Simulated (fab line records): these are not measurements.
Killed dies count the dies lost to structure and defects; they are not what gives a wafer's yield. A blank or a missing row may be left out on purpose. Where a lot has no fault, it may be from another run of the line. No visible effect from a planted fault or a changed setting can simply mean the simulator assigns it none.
fab line records + flow n5-finfet
record:
- lots: 4
- wafers: 10
- last-day: 21
route steps=1938 shown MOL_CONTACT_COAG@620 BEOL_M0_SAQP@632 BEOL_M0@726 BEOL_M4@1111
lots that met no fault: from a run of the same line without faults
start-h: the number of hours between the record's first day and the start of the first shown wafer of the lot + wait-h: hours since the lot's step before + " unchanged from the row above + L1.1+2: a row that stands for several wafers + - no value present, or no start provided + * or withheld: withheld + < > ~ a bound
route shown NAME@n: a module of which the file shows steps, and the number in the route of the first + usual: mean/standard deviation of fault-free wafers + same: alike in all rows + chamber/n: place in a boat + sites: each site's reading + _std_site: the standard deviation of these + _edge_site: the outer-site mean with the inner-site mean subtracted + radius-mm: how far each site lies from the wafer's centre + mask NAME#n: copy n + behind: tool/chamber where the wafer was last shaped + hold: why the lot was held/for how many hours/how that ended + device: which transistor (n, p or np) failed to switch + end of line: tests of these same wafers at the route's end + a step with no rows: only its recipe + killed: the dies lost at the first sort to structure and to defects; this is not the yield of the wafer + map: the dies of a wafer, with x for killed, . for not killed, _ for no die there
set.NAME: setting as actually run; set.NAME@STEP: the setting as run at that earlier step + model.NAME: the simulator's own value behind a step, which no gauge read
certain route steps with their lots: each step a table, each wafer a row
services: a tool's chamber out of use, with start hour (start-h, from the record's first day; less than 0 if before it), hours out, and reason
== steps ==
step: N5_MOL_CONTACT_COAG_PRECLEAN_138
recipe:
- chemistry: alkaline-clean
- temp-c: 60
- time-s: 60
- do-ppb: 50
step: N5_MOL_CONTACT_COAG_SRD_139
recipe:
- dry: ipa-marangoni
- time-s: 30
- temp-c: 23
- rinse-liquid: diw
step: N5_MOL_CONTACT_COAG_PRE_CLEAN_121
recipe:
- gas: H2/He
- time-s: *
- temp-c: withheld
step: N5_MOL_CONTACT_COAG_CVD_140
recipe:
- material: W
- target-thk-a: 665
- mode: selective-fill
- temp-c: 300
- time-s: 215
step: N5_MOL_CONTACT_COAG_PRECLEAN_127
recipe:
- chemistry: DIW
- time-s: 57.5
- temp-c: 23
step: N5_MOL_CONTACT_COAG_SRD_128
recipe:
- dry-time-s: 32
- dry: n2-spin
- spin-rpm: 1500
step: N5_MOL_CONTACT_COAG_CMP_52
recipe:
- stop-on: SiO2
- t-overpolish-s: 1.5
- post-cmp-clean: w-dilute-nh4oh
- down-force-psi: 4
- platen-rpm: 50.289
- pad-velocity-m-s: 1.0006
- target-thk-nm: 66.5
step: N5_MOL_CONTACT_COAG_ANNEAL_112
recipe:
- temp-c: 400
- time-s: 1800
- ambient: HPD2
- pressure-atm: 10
step: N5_BEOL_M0_SAQP_PECVD_00
recipe:
- material: SiCN
- target-thk-a: 80
- temp-c: withheld
- precursor: 3MS/NH3
- pressure-torr: 3
- rf-w: 202
- time-s: 14
usual:
- showerhead-plenum-p-Torr: 3.663/0.012
- throttle-valve-pct: 9.0/0.35
| lot.wafer | tool     | chamber | start-h | wait-h | showerhead-plenum-p-Torr | throttle-valve-pct | model.SiCN_of_BEOL_M0_SAQP_PECVD_00.thk-nm |
|-----------|----------|---------|---------|--------|--------------------------|--------------------|--------------------------------------------|
| L266.2    | pecvd-01 | 0       | 122.98  | 0.2    | 3.650                    | 9.8                | 8                                          |
| L266.3    | "        | 2       | "       | "      | 3.673                    | 8.5                | 8                                          |
| L266.5    | "        | 1       | "       | "      | 3.669                    | 9.1                | 8.2                                        |
| L267.2    | pecvd-01 | 1       | 128.20  | 0.2    | 3.687                    | 9.3                | 8                                          |
| L267.3    | "        | 0       | "       | "      | 3.662                    | 9.7                | 7.4                                        |
| L270.3    | pecvd-01 | 1       | 146.25  | 0.1    | 3.668                    | 9.3                | 7.2                                        |
| L270.4    | "        | 0       | "       | "      | 3.656                    | 9.8                | 8                                          |
| L285.1    | pecvd-04 | 0       | 236.79  | 0.2    | 3.647                    | 9.4                | 8                                          |
| L285.2    | "        | 2       | "       | "      | 3.652                    | 9.3                | 8                                          |
| L285.5    | "        | 1       | "       | "      | 3.682                    | 8.8                | 8.2                                        |
step: N5_BEOL_M0_SAQP_ILD_DEP_01
recipe:
- material: SiOC
- target-thk-a: 454.19
- temp-c: 350
- precursor: DEMS/O2
- pressure-torr: 5
- rf-w: 500
- time-s: 8.7
step: N5_BEOL_M0_SAQP_HM_DEP_02
recipe:
- material: TiN
- target-thk-a: 120
- temp-c: 25
- chamber-pressure-pa: 0.49996
step: N5_BEOL_M0_SAQP_PECVD_03
recipe:
- material: SiCN
- target-thk-a: 120
- temp-c: withheld
- precursor: 3MS/NH3
- pressure-torr: 3
- rf-w: 202
- time-s: 21.1
step: N5_BEOL_M0_SAQP_PECVD_96
recipe:
- material: a-Si
- target-thk-a: 450
- temp-c: 350
- precursor: SiH4/He
- pressure-torr: 3
- rf-w: 100
- time-s: 45.2
step: N5_BEOL_M0_SAQP_PECVD_97
recipe:
- material: SiNx
- target-thk-a: 230
- temp-c: 350
- precursor: SiH4/NH3/N2
- pressure-torr: 1.5
- rf-w: 300
- time-s: 19.9
step: N5_BEOL_M0_SAQP_PECVD_04
recipe:
- material: a-Si
- target-thk-a: 600
- temp-c: 350
- precursor: SiH4/He
- pressure-torr: 3
- rf-w: 100
- time-s: 60.2
step: N5_BEOL_M0_SAQP_HM_DEP_111
recipe:
- material: SiO2
- target-thk-a: 120
- temp-c: 400
- precursor: SiH4/N2O
- pressure-torr: 0.75
- rf-w: 275
- time-s: 7.2
step: N5_BEOL_M0_SAQP_COAT_81
recipe:
- resist: SOC
- temp-c: 250
- time-s: 60
- spin-rpm: 1500
- resist-thk-nm: 100
step: N5_BEOL_M0_SAQP_COAT_82
recipe:
- resist: SiARC
- temp-c: 220
- time-s: 60
- spin-rpm: 1500
- resist-thk-nm: 30
step: N5_BEOL_M0_SAQP_COAT_08
recipe:
- resist: CAR-ArF
- spin-rpm: 1500
- resist-thk-nm: 90
step: N5_BEOL_M0_SAQP_EBR_10
recipe:
- solvent: PGMEA
- ebr-width-mm: 1.5
step: N5_BEOL_M0_SAQP_SOFTBAKE_09
recipe:
- temp-c: 110
- time-s: 60
- resist: CAR-ArF
step: N5_BEOL_M0_SAQP_EXPOSE_11
recipe:
- mask-id: M0_CORE
- na: 1.35
- source-shape: dipole
- sigma-inner: 0.538
- sigma-outer: 0.738
- polarization: te
- target-cd-nm: 42
- dose-mj: 55
step: N5_BEOL_M0_SAQP_PEB_12
recipe:
- peb-temp-c: withheld
- peb-time-s: 60
- resist: CAR-ArF
step: N5_BEOL_M0_SAQP_DEVELOP_13
recipe:
- develop-time-s: 30
- developer: TMAH
- resist: CAR-ArF
- dev-temp-c: 23
- rinse-liquid: diw
- dry: air-spin
step: N5_BEOL_M0_SAQP_DESCUM_19
recipe:
- chemistry: O2
- time-s: 7.9
- source-power-w: 50
- bias-power-w: 20
- pressure-mtorr: 20
- rf-frequency-hz: 2.712e+07
- temp-c: 40
- resist: CAR-ArF
- o2-flow-sccm: 225
step: N5_BEOL_M0_SAQP_ETCH_83
recipe:
- chemistry: CF4
- target: SiARC
- target-depth-a: 390
- mask-material: CAR-ArF
- time-s: 65
- ion-energy-ev: 80
- pressure-mtorr: 40
- source-w: 545
- bias-w: 36
- Ar_flow_sccm: 100
- cf4-flow-sccm: 100
- ends: cleared
step: N5_BEOL_M0_SAQP_ETCH_84
recipe:
- chemistry: N2/H2
- target: SOC
- target-depth-a: 1000
- overetch-a: 200
- mask-material: SiARC
- temp-c: 40
- time-s: 150
- ion-energy-ev: 200
- pressure-mtorr: 30
- source-w: 840
- bias-w: 150
- n2-flow-sccm: 200
- h2-flow-sccm: 200
step: N5_BEOL_M0_SAQP_STRIP_80
recipe:
- chemistry: N2/H2
- temp-c: 40
- n2-flow-sccm: 200
- h2-flow-sccm: 200
- rf-frequency-hz: 6e+07
step: N5_BEOL_M0_SAQP_HM_OPEN_112
recipe:
- chemistry: CHF3/O2
- target: SiO2
- stop-on: a-Si
- target-depth-a: 120
- over-etch-frac: 1.25
- mask-material: SOC
- time-s: 13.5
- pressure-mtorr: 30
- source-w: 650
- bias-w: 170
- Ar_flow_sccm: 200
- CHF3_flow_sccm: 50
- O2_flow_sccm: 5
- ion-energy-ev: 200
- ends: end-point
step: N5_BEOL_M0_SAQP_STRIP_113
recipe:
- chemistry: CHF3/O2
- resist: SiARC
- rf-frequency-hz: 6e+07
step: N5_BEOL_M0_SAQP_MANDREL_ETCH_20
recipe:
- target-depth-a: 600
- chemistry: HBr/Cl2
- target: a-Si
- stop-on: SiNx
- bt-time-s: 10
- mask-material: SOC
- over-etch-frac: 0.5
- time-s: 30
- pressure-mtorr: 10
- icp-w: 800
- bias-w: 75
- HBr_flow_sccm: 150
- Cl2_flow_sccm: 80
- ends: end-point
step: N5_BEOL_M0_SAQP_STRIP_86
recipe:
- chemistry: N2/H2
- power-w: 500
- temp-c: 40
- pressure-mtorr: 50
- rf-frequency-hz: 6e+07
- overash-fraction: 0.3
- bias-power-w: 28
- h2-frac: 0.5
- n2-flow-sccm: 300
- h2-flow-sccm: 300
step: N5_BEOL_M0_SAQP_STRIP_115
recipe:
- chemistry: post-etch-residue-remover
- time-s: 60
- temp-c: 25
- remover-ph: withheld
- remover-water-wt-pct: withheld
- remover-fluoride-wt-pct: withheld
step: N5_BEOL_M0_SAQP_SRD_93
recipe:
- dry: ipa-marangoni
- time-s: 30
- temp-c: 23
- rinse-liquid: diw
step: N5_BEOL_M0_ETCH_109
recipe:
- chemistry: CH3F/O2
- target-depth-a: 80
- overetch-a: 24
- target: SiCN
- time-s: 27.4
- ion-energy-ev: 120
- pressure-mtorr: 30
- source-w: 395
- bias-w: 75
- Ar_flow_sccm: 150
- CH3F_flow_sccm: 30
- O2_flow_sccm: 20
usual:
- drypump-motor-current-A: 5.8/0.41
- oes-product-au: 0.68/0.075
- rf-vpp-V: 298.2/1.6
- showerhead-plenum-p-Torr: 2.04/0.073
- throttle-valve-pct: 16.37/0.19
| lot.wafer | tool        | chamber | start-h | wait-h | drypump-motor-current-A | oes-product-au | rf-hours-counter-h | rf-vpp-V | showerhead-plenum-p-Torr | throttle-valve-pct | model.etch.depth-nm |
|-----------|-------------|---------|---------|--------|-------------------------|----------------|--------------------|----------|--------------------------|--------------------|---------------------|
| L266.2    | rie-diel-02 | 2       | 131.92  | 0.0    | 5.6                     | 0.71           | 79                 | 300.7    | 2.10                     | 16.32              | 8.087               |
| L266.3    | "           | 3       | "       | "      | 5.6                     | 0.67           | 128                | 296.3    | 1.92                     | 16.44              | 7.942               |
| L266.5    | "           | 1       | "       | "      | 5.7                     | 0.66           | -                  | 297.4    | 2.08                     | 16.29              | 8.247               |
| L267.2    | rie-diel-02 | 2       | 139.21  | 0.0    | 5.7                     | 0.70           | 82                 | 298.2    | 2.10                     | 16.32              | 7.986               |
| L267.3    | "           | 0       | "       | "      | 5.6                     | 0.59           | 181                | 294.6    | 1.91                     | 16.31              | 7.319               |
| L270.3    | rie-diel-02 | 3       | 155.68  | 0.0    | 5.6                     | 0.63           | 137                | 295.9    | 1.92                     | 16.46              | 7.102               |
| L270.4    | "           | 2       | "       | "      | 5.7                     | 0.70           | -                  | 299.8    | 2.10                     | 16.35              | 8.062               |
| L285.1    | rie-diel-04 | 0       | 252.25  | 0.0    | 6.1                     | 0.77           | 29                 | 299.9    | 2.12                     | 16.09              | 8.041               |
| L285.2    | "           | 3       | "       | "      | 5.2                     | 0.82           | 8                  | 299.4    | 2.04                     | 16.07              | 7.969               |
| L285.5    | "           | 1       | "       | "      | 5.5                     | 0.74           | -                  | 297.1    | 1.94                     | 16.46              | 8.138               |
step: N5_BEOL_M4_RC_MEAS_101
usual:
- DIBL_N: 36.3/1.1
- DIBL_P: 36.3/1.4
- IOFF_N: 0.155/0.019
- IOFF_P: 0.211/0.027
- ION_N: 672/8.5
- ION_P: 462/5.8
- SS_N: 71.5/0.56
- SS_P: 73.3/0.52
- VT_N: 249.9/2.5
- VT_P: -249.8/2.8
| lot.wafer | tool      | chamber | start-h | wait-h | DIBL_N[mV/V] | DIBL_P[mV/V] | IOFF_N[nA/um] | IOFF_P[nA/um] | ION_N[uA/um] | ION_P[uA/um] | SS_N[mV/dec] | SS_P[mV/dec] | VT_N[mV] | VT_P[mV] |
|-----------|-----------|---------|---------|--------|--------------|--------------|---------------|---------------|--------------|--------------|--------------|--------------|----------|----------|
| L266.2    | prober-01 | 0       | 219.99  | 0.2    | 36.1         | 36.9         | 0.144         | 0.220         | 668          | 467          | 71.6         | 72.2         | 251.3    | -248.3   |
| L266.3    | "         | 0       | "       | "      | 35.6         | 37.1         | 0.138         | 0.219         | 668          | 465          | 71.4         | 73.3         | 252.5    | -249.1   |
| L266.5    | "         | 0       | "       | "      | 37.0         | 39.1         | 0.171         | 0.263         | 678          | 469          | 71.3         | 73.4         | 251.1    | -247.9   |
| L267.2    | prober-01 | 0       | 238.06  | 0.2    | 35.8         | 35.8         | 0.146         | 0.231         | 665          | 465          | 71.4         | 73.2         | 251.7    | -248.9   |
| L267.3    | "         | 0       | "       | "      | 37.4         | 37.7         | 0.176         | 0.275         | 678          | 468          | 71.2         | 73.1         | 249.4    | -247.6   |
| L270.3    | prober-02 | 0       | 289.88  | 0.3    | 35.3         | 35.3         | 0.149         | 0.185         | 672          | 461          | 71.3         | 73.5         | 249.7    | -252.8   |
| L270.4    | "         | 0       | "       | "      | 36.1         | 34.9         | 0.156         | 0.183         | 670          | 456          | 71.0         | 73.2         | 249.7    | -251.6   |
| L285.1    | prober-01 | 0       | 400.81  | 0.0    | 36.4         | 35.7         | 0.167         | 0.213         | 677          | 456          | 72.0         | 73.1         | 249.3    | -249.3   |
| L285.2    | "         | 0       | "       | "      | 35.8         | 35.1         | 0.154         | 0.208         | 673          | 455          | 72.6         | 73.7         | 249.8    | -249.9   |
| L285.5    | "         | 0       | "       | "      | 35.6         | 34.6         | 0.155         | 0.197         | 673          | 460          | 72.1         | 73.2         | 248.3    | -250.5   |
== services ==
| tool        | chamber | start-h | hours | kind                          |
|-------------|---------|---------|-------|-------------------------------|
| pecvd-01    | 1       | 101.94  | 5.5   | scheduled-down                |
| pecvd-01    | 2       | 113.42  | 2.1   | scheduled-down                |
| pecvd-04    | 0       | 148.08  | 16.5  | scheduled-down                |
| rie-diel-04 | 0       | 157.01  | -     | clean                         |
| rie-diel-04 | 0       | 157.01  | -     | consumable-replace:focus-ring |
| rie-diel-04 | 0       | 157.01  | -     | consumable-replace:showerhead |
| rie-diel-04 | 0       | 157.01  | 20.0  | scheduled-down                |
| rie-diel-04 | 0       | 157.01  | 20.0  | vent-cycle                    |
| pecvd-01    | -       | 162.13  | 6.0   | pm                            |
| pecvd-01    | 2       | 172.07  | 17.2  | repair                        |
| pecvd-01    | -       | 178.09  | 0.9   | repair                        |
| pecvd-04    | -       | 210.50  | 0.8   | pm                            |
| rie-diel-04 | 3       | 212.32  | -     | clean                         |
| rie-diel-04 | 3       | 212.32  | -     | consumable-replace:focus-ring |
| rie-diel-04 | 3       | 212.32  | 13.7  | scheduled-down                |
| rie-diel-04 | 3       | 212.32  | 13.7  | vent-cycle                    |
| rie-diel-02 | -       | 238.40  | 0.2   | repair                        |
| rie-diel-02 | 0       | 251.28  | 2.0   | repair                        |
== key ==
first-sign none at tools or gauges
model-effect:
- step: N5_BEOL_M0_SAQP_PECVD_00
- value: SiCN_of_BEOL_M0_SAQP_PECVD_00.thk-nm
- without: 7.9
- struck: 7.3
model-effect:
- step: N5_BEOL_M0_ETCH_109
- value: etch.depth-nm
- without: 7.97
- struck: 7.211
met-at N5_BEOL_M0_SAQP_PECVD_00
struck-wafers L267.3,L270.3
onset-between 122.98 128.20
fault:
- kind: process-parameter-drift
- tool: pecvd-01
- chamber: -
- onset-h: 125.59
- steps: N5_BEOL_M0_SAQP_PECVD_00
- channel: time-s
- offset: *
- shape: step
- end-h: 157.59
- scope: struck-wafers-only
- acts-in: *
- stated: *
